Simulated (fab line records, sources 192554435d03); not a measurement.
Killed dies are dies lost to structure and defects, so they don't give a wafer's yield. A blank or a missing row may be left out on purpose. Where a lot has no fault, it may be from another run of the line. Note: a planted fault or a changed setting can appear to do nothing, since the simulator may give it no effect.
Which tool did it? / flow n5 finfet / 10 lots, 30 wafers sampled, at 5 steps of a route of 1938

## WHAT THE GAUGES SHOWED, per wafer
N5_MIM_TOP_LITHO_CD_MEAS_08: target cd 2000 nm. Usual: cd nm reads 1999.5 nm (standard deviation 2.6).
lot=L478; measured=day 12 06:29; on=cd sem-02; cd nm (nm)=2000.2 1998.1 2000.8; flag=
lot=L479; measured=day 12 23:10; on=cd sem-02; cd nm (nm)=2000.5 2005.8 2002.6; flag=
lot=L482; measured=day 13 21:58; on=cd sem-02; cd nm (nm)=2004.9 1999.7 2000.2; flag=
lot=L486; measured=day 15 08:36; on=cd sem-03; cd nm (nm)=1998.4 1999.3 1993.8; flag=
lot=L490; measured=day 15 20:53; on=cd sem-02; cd nm (nm)=1996.6 1997.4 1993.9; flag=
lot=L492; measured=day 16 07:09; on=cd sem-01; cd nm (nm)=1998.8 1996.3 2001.3; flag=
lot=L494; measured=day 16 15:33; on=cd sem-02; cd nm (nm)=2002.1 2001.9 2002.4; flag=
lot=L497; measured=day 17 09:39; on=cd sem-03; cd nm (nm)=1995.0 1996.3 1993.6; flag=
lot=L499; measured=day 18 06:47; on=cd sem-01; cd nm (nm)=2000.2 1999.7 1997.9; flag=
lot=L500; measured=day 18 09:25; on=cd sem-02; cd nm (nm)=2003.1 1998.7 2002.6; flag=

N5_MIM_BOT_LITHO_CD_MEAS_08: target cd 3000 nm. Usual: cd nm reads 3000.1 nm (standard deviation 2.8).
lot=L478; measured=day 12 07:17; on=cd sem-03; cd nm (nm)=3000.6 3000.1 3000.1; flag=
lot=L479; measured=day 12 23:54; on=cd sem-02; cd nm (nm)=3000.4 3000.3 2999.9; flag=
lot=L482; measured=day 13 22:43; on=cd sem-02; cd nm (nm)=2997.7 3002.3 2999.1; flag=
lot=L486; measured=day 15 09:32; on=cd sem-02; cd nm (nm)=2994.6 2994.0 2991.5; flag=
lot=L490; measured=day 15 21:46; on=cd sem-02; cd nm (nm)=3000.3 3005.5 2999.2; flag=
lot=L492; measured=day 16 08:06; on=cd sem-03; cd nm (nm)=2998.9 3002.9 2998.2; flag=
lot=L494; measured=day 16 16:21; on=cd sem-01; cd nm (nm)=3002.8 3000.3 3003.1; flag=
lot=L497; measured=day 17 10:28; on=cd sem-03; cd nm (nm)=2997.7 3002.7 2998.7; flag=
lot=L499; measured=day 18 07:38; on=cd sem-03; cd nm (nm)=2997.5 3001.7 3002.2; flag=
lot=L500; measured=day 18 10:11; on=cd sem-02; cd nm (nm)=3000.4 3002.2 2999.9; flag=

## EACH LOT AND THE TOOL THAT RAN IT (in order: tool; ch and the chambers of the sampled wafers; start)
lot=L478; N5_MIM_TOP_LITHO_DESCUM_10=rie diel-06 ch 1,2,3, day 12 06:35; N5_MIM_TOP_ETCH_ETCH_00=rie metal-01 ch 0,1, day 12 06:40; N5_MIM_BOT_LITHO_PEB_06=litho track-03 ch 0, day 12 07:10
lot=L479; N5_MIM_TOP_LITHO_DESCUM_10=rie diel-04 ch 0,1,2, day 12 23:15; N5_MIM_TOP_ETCH_ETCH_00=rie metal-01 ch 0,1, day 12 23:22; N5_MIM_BOT_LITHO_PEB_06=litho track-03 ch 0, day 12 23:47
lot=L482; N5_MIM_TOP_LITHO_DESCUM_10=rie diel-06 ch 1,2, day 13 22:03; N5_MIM_TOP_ETCH_ETCH_00=rie metal-03 ch 0,1, day 13 22:08; N5_MIM_BOT_LITHO_PEB_06=litho track-05 ch 0, day 13 22:35
lot=L486; N5_MIM_TOP_LITHO_DESCUM_10=rie diel-01 ch 0,1,3, day 15 08:41; N5_MIM_TOP_ETCH_ETCH_00=rie metal-01 ch 0,1, day 15 08:49; N5_MIM_BOT_LITHO_PEB_06=litho track-03 ch 0, day 15 09:25
lot=L490; N5_MIM_TOP_LITHO_DESCUM_10=rie diel-01 ch 0,1,3, day 15 20:58; N5_MIM_TOP_ETCH_ETCH_00=rie metal-01 ch 0,1, day 15 21:04; N5_MIM_BOT_LITHO_PEB_06=litho track-05 ch 0, day 15 21:38
lot=L492; N5_MIM_TOP_LITHO_DESCUM_10=rie diel-04 ch 1,3, day 16 07:26; N5_MIM_TOP_ETCH_ETCH_00=rie metal-02 ch 0,1, day 16 07:32; N5_MIM_BOT_LITHO_PEB_06=litho track-05 ch 0, day 16 07:59
lot=L494; N5_MIM_TOP_LITHO_DESCUM_10=rie diel-04 ch 0,2,3, day 16 15:41; N5_MIM_TOP_ETCH_ETCH_00=rie metal-01 ch 0,1, day 16 15:49; N5_MIM_BOT_LITHO_PEB_06=litho track-05 ch 0, day 16 16:14
lot=L497; N5_MIM_TOP_LITHO_DESCUM_10=rie diel-06 ch 0,2, day 17 09:49; N5_MIM_TOP_ETCH_ETCH_00=rie metal-01 ch 0, day 17 09:53; N5_MIM_BOT_LITHO_PEB_06=litho track-05 ch 0, day 17 10:20
lot=L499; N5_MIM_TOP_LITHO_DESCUM_10=rie diel-04 ch 0,2,3, day 18 06:52; N5_MIM_TOP_ETCH_ETCH_00=rie metal-01 ch 0,1, day 18 06:59; N5_MIM_BOT_LITHO_PEB_06=litho track-05 ch 0, day 18 07:31
lot=L500; N5_MIM_TOP_LITHO_DESCUM_10=rie diel-04 ch 0,2,3, day 18 09:30; N5_MIM_TOP_ETCH_ETCH_00=rie metal-02 ch 0,1, day 18 09:35; N5_MIM_BOT_LITHO_PEB_06=litho track-05 ch 0, day 18 10:04
- N5_MIM_TOP_LITHO_DESCUM_10: chemistry O2, time 7.9 s.
- N5_MIM_TOP_ETCH_ETCH_00: etches TiN in Cl2/BCl3, target depth 38.5 nm.
- N5_MIM_BOT_LITHO_PEB_06

## AS READ BY THE TOOLS THEMSELVES (means over the sampled wafers that have a number; for cases with no such wafer, the mark the record gives instead)
N5_MIM_TOP_LITHO_DESCUM_10. Usual: drypump motor current A 5.6 A, standard deviation 0.4; oes product au 0.81 a.u., standard deviation 0.08; rf fwd power W 49.72 W, standard deviation 0.15; rf vpp V 242.8 V, standard deviation 1.4; showerhead plenum p Torr 2.07 Torr, standard deviation 0.067; throttle valve pct 20.31 %, standard deviation 0.21.
lot=L478; tool=rie diel-06; drypump motor current A (A)=5.8; oes product au (a.u.)=0.84; rf fwd power W (W)=49.62; rf vpp V (V)=243.4; showerhead plenum p Torr (Torr)=2.12; throttle valve pct (%)=20.35; flag=
lot=L479; tool=rie diel-04; drypump motor current A (A)=5.9; oes product au (a.u.)=0.77; rf fwd power W (W)=49.57; rf vpp V (V)=243.3; showerhead plenum p Torr (Torr)=2.07; throttle valve pct (%)=20.28; flag=
lot=L482; tool=rie diel-06; drypump motor current A (A)=6.1; oes product au (a.u.)=0.81; rf fwd power W (W)=49.58; rf vpp V (V)=243.7; showerhead plenum p Torr (Torr)=2.18; throttle valve pct (%)=20.34; flag=
lot=L486; tool=rie diel-01; drypump motor current A (A)=5.5; oes product au (a.u.)=0.84; rf fwd power W (W)=49.69; rf vpp V (V)=243.0; showerhead plenum p Torr (Torr)=2.08; throttle valve pct (%)=20.21; flag=
lot=L490; tool=rie diel-01; drypump motor current A (A)=5.5; oes product au (a.u.)=0.83; rf fwd power W (W)=49.73; rf vpp V (V)=243.2; showerhead plenum p Torr (Torr)=2.08; throttle valve pct (%)=20.23; flag=
lot=L492; tool=rie diel-04; drypump motor current A (A)=5.6; oes product au (a.u.)=0.81; rf fwd power W (W)=49.82; rf vpp V (V)=243.5; showerhead plenum p Torr (Torr)=2.09; throttle valve pct (%)=20.48; flag=
lot=L494; tool=rie diel-04; drypump motor current A (A)=5.7; oes product au (a.u.)=0.81; rf fwd power W (W)=49.71; rf vpp V (V)=242.1; showerhead plenum p Torr (Torr)=2.02; throttle valve pct (%)=20.29; flag=
lot=L497; tool=rie diel-06; drypump motor current A (A)=5.6; oes product au (a.u.)=0.83; rf fwd power W (W)=49.76; rf vpp V (V)=242.8; showerhead plenum p Torr (Torr)=2.08; throttle valve pct (%)=20.09; flag=
lot=L499; tool=rie diel-04; drypump motor current A (A)=5.7; oes product au (a.u.)=0.80; rf fwd power W (W)=49.64; rf vpp V (V)=241.7; showerhead plenum p Torr (Torr)=2.01; throttle valve pct (%)=20.31; flag=
lot=L500; tool=rie diel-04; drypump motor current A (A)=5.7; oes product au (a.u.)=0.79; rf fwd power W (W)=49.73; rf vpp V (V)=241.5; showerhead plenum p Torr (Torr)=2.01; throttle valve pct (%)=20.32; flag=

N5_MIM_TOP_ETCH_ETCH_00. Usual: drypump motor current A 5.7 A, standard deviation 0.4; oes_ar_750_au 0.81 a.u., standard deviation 0.091; oes product au 0.81 a.u., standard deviation 0.096; rf fwd power W 994 W, standard deviation 3.4; throttle valve pct 22.6 %, standard deviation 0.31.
lot=L478; tool=rie metal-01; drypump motor current A (A)=5.7; oes_ar_750_au (a.u.)=0.83; oes product au (a.u.)=0.82; rf fwd power W (W)=995; throttle valve pct (%)=22.3; flag=
lot=L479; tool=rie metal-01; drypump motor current A (A)=5.5; oes_ar_750_au (a.u.)=0.88; oes product au (a.u.)=0.88; rf fwd power W (W)=991; throttle valve pct (%)=22.4; flag=
lot=L482; tool=rie metal-03; drypump motor current A (A)=5.7; oes_ar_750_au (a.u.)=0.73; oes product au (a.u.)=0.74; rf fwd power W (W)=990; throttle valve pct (%)=22.9; flag=
lot=L486; tool=rie metal-01; drypump motor current A (A)=5.7; oes_ar_750_au (a.u.)=0.81; oes product au (a.u.)=0.80; rf fwd power W (W)=996; throttle valve pct (%)=22.3; flag=
lot=L490; tool=rie metal-01; drypump motor current A (A)=5.6; oes_ar_750_au (a.u.)=0.81; oes product au (a.u.)=0.80; rf fwd power W (W)=995; throttle valve pct (%)=22.3; flag=
lot=L492; tool=rie metal-02; drypump motor current A (A)=5.8; oes_ar_750_au (a.u.)=0.91; oes product au (a.u.)=0.90; rf fwd power W (W)=997; throttle valve pct (%)=22.6; flag=
lot=L494; tool=rie metal-01; drypump motor current A (A)=5.5; oes_ar_750_au (a.u.)=0.84; oes product au (a.u.)=0.85; rf fwd power W (W)=996; throttle valve pct (%)=22.4; flag=
lot=L497; tool=rie metal-01; drypump motor current A (A)=5.8; oes_ar_750_au (a.u.)=0.75; oes product au (a.u.)=0.73; rf fwd power W (W)=996; throttle valve pct (%)=22.2; flag=
lot=L499; tool=rie metal-01; drypump motor current A (A)=5.5; oes_ar_750_au (a.u.)=0.83; oes product au (a.u.)=0.84; rf fwd power W (W)=992; throttle valve pct (%)=22.4; flag=
lot=L500; tool=rie metal-02; drypump motor current A (A)=6.2; oes_ar_750_au (a.u.)=0.84; oes product au (a.u.)=0.84; rf fwd power W (W)=999; throttle valve pct (%)=22.6; flag=

## THE ANSWER, worked out from the rows above alone
Rule: a lot is off if the mean of its wafers that have a number lies more than 3 standard deviations from the usual mean. Also off: a lot with no number at a reading for which 4 or more lots have one. All remaining lots with rows at the step are treated as sound. The gauges are gone through in route order, then the tools' own readings, and for those a lot's mean is taken as printed above. At the first step where some lot is off, the reading lying furthest off is the one used; lots without a number count as furthest.
No lot is off on any of the readings shown, so nothing can be concluded from this.

## WHAT THE SIMULATOR HAD INSERTED
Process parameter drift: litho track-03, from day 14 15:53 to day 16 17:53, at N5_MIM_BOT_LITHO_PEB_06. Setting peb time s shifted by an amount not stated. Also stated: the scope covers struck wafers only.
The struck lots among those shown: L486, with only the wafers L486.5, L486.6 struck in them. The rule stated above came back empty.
